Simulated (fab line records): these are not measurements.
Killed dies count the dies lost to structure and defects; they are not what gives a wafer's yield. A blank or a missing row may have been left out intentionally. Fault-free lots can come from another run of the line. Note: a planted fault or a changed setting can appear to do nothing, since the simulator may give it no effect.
Chamber matching / flow nand-harc / NHARC_A_WL_FILL_ALD_02 on ald-metal-03 has 4 sister chambers
The step deposits TiN, target thk 2 nm, pulse time 3 s, ald cycles 100. 8 wafers are shown with their chamber, then 6 later ones without.

## WAFERS PAIRED WITH THEIR CHAMBERS
wafer=L738.2; chamber=2; heater-power-w (W)=973; heater-power-outer-w (W)=630
wafer=L738.6; chamber=1; heater-power-w (W)=993; heater-power-outer-w (W)=626
wafer=L739.1; chamber=2; heater-power-w (W)=946; heater-power-outer-w (W)=626
wafer=L739.2; chamber=0; heater-power-w (W)=1268; heater-power-outer-w (W)=835
wafer=L739.6; chamber=1; heater-power-w (W)=1007; heater-power-outer-w (W)=629
wafer=L741.2; chamber=0; heater-power-w (W)=1266; heater-power-outer-w (W)=843
wafer=L741.3; chamber=3; heater-power-w (W)=1060; heater-power-outer-w (W)=664
wafer=L741.6; chamber=3; heater-power-w (W)=1063; heater-power-outer-w (W)=683

## WAFERS WITH NO CHAMBER GIVEN
wafer=L746.3; heater-power-w (W)=1067; heater-power-outer-w (W)=653
wafer=L746.5; heater-power-w (W)=1256; heater-power-outer-w (W)=842
wafer=L746.6; heater-power-w (W)=1002; heater-power-outer-w (W)=623
wafer=L747.2; heater-power-w (W)=1054; heater-power-outer-w (W)=678
wafer=L747.5; heater-power-w (W)=996; heater-power-outer-w (W)=621
wafer=L747.6; heater-power-w (W)=1034; heater-power-outer-w (W)=683

## THE CHAMBER EACH PASSED THROUGH
wafer=L746.3; from the rows above=3; in truth=3
wafer=L746.5; from the rows above=0; in truth=0
wafer=L746.6; from the rows above=1; in truth=1
wafer=L747.2; from the rows above=3; in truth=3
wafer=L747.5; from the rows above=1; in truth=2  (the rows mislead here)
wafer=L747.6; from the rows above=3; in truth=3
Correctly placed: 5 of 6. Left unplaced by these rows: 0. 1 placed wrongly.
How it was worked out, from the rows above alone: a wafer's distance from a chamber is the root of the sum, over the readings, of the square of ((its reading less the chamber's mean) divided by the reading's scatter). If the next closest chamber is less than 2 further off than the closest, the wafer can't be placed; otherwise it belongs to the closest. A chamber's mean is the mean of its shown wafers. The scatter is the square root of a quotient: the sum, over the shown wafers, of each reading's squared deviation from its chamber's mean, divided by wafers minus chambers.
